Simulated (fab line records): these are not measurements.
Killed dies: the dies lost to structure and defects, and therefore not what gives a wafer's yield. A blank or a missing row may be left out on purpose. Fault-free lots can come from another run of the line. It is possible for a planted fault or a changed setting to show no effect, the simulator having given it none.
Chamber matching | flow n5Finfet | N5_BEOL_M12_TRENCH_ETCH_34 on rieDiel-04: 4 sister chambers
The step etches SiOC in C4F8/O2/Ar, target depth 318.95 nm, time 125.5 s. 4 wafers are shown with their chamber, then 9 later ones without.

## WAFERS WITH THEIR CHAMBER
wafer  | chamber | drypumpMotorCurrentA (A)
L085.5 | 0       | 5.5
L088.1 | 1       | 5.7
L088.2 | 3       | 5.5
L088.4 | 2       | 6.3

## WAFERS WHOSE CHAMBER IS MISSING
wafer  | drypumpMotorCurrentA (A)
L092.2 | 5.7
L092.3 | 6.3
L092.4 | 5.6
L089.1 | 5.7
L089.2 | 5.6
L089.4 | 5.5
L093.4 | 5.5
L093.5 | 5.5
L093.6 | 5.7

## WHICH CHAMBER EACH ONE RAN IN
wafer  | from the rows above          | in truth
L092.2 | 1                            | 1
L092.3 | 2                            | 2
L092.4 | can't be placed: 0 or 3 or 1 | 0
L089.1 | 1                            | 1
L089.2 | can't be placed: 0 or 3 or 1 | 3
L089.4 | can't be placed: 0 or 3      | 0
L093.4 | can't be placed: 0 or 3      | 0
L093.5 | can't be placed: 0 or 3      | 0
L093.6 | 1                            | 1
Placed correctly: 4 of 9. Not placeable from these rows: 5 (in 5, the candidates include the true chamber). Wrongly placed: 0.
How it was worked out, from the rows above alone: a wafer's distance from a chamber is the root of the sum, over the readings, of the square of ((its reading less the chamber's mean) divided by the reading's scatter). The wafer belongs to the nearest chamber; if the next one is less than 2 further off, it can't be placed. For every chamber, the mean is computed from those of its wafers that are shown. The scatter: root of mean squared gap, hidden wafer to nearest shown wafer, with one shown wafer a chamber.
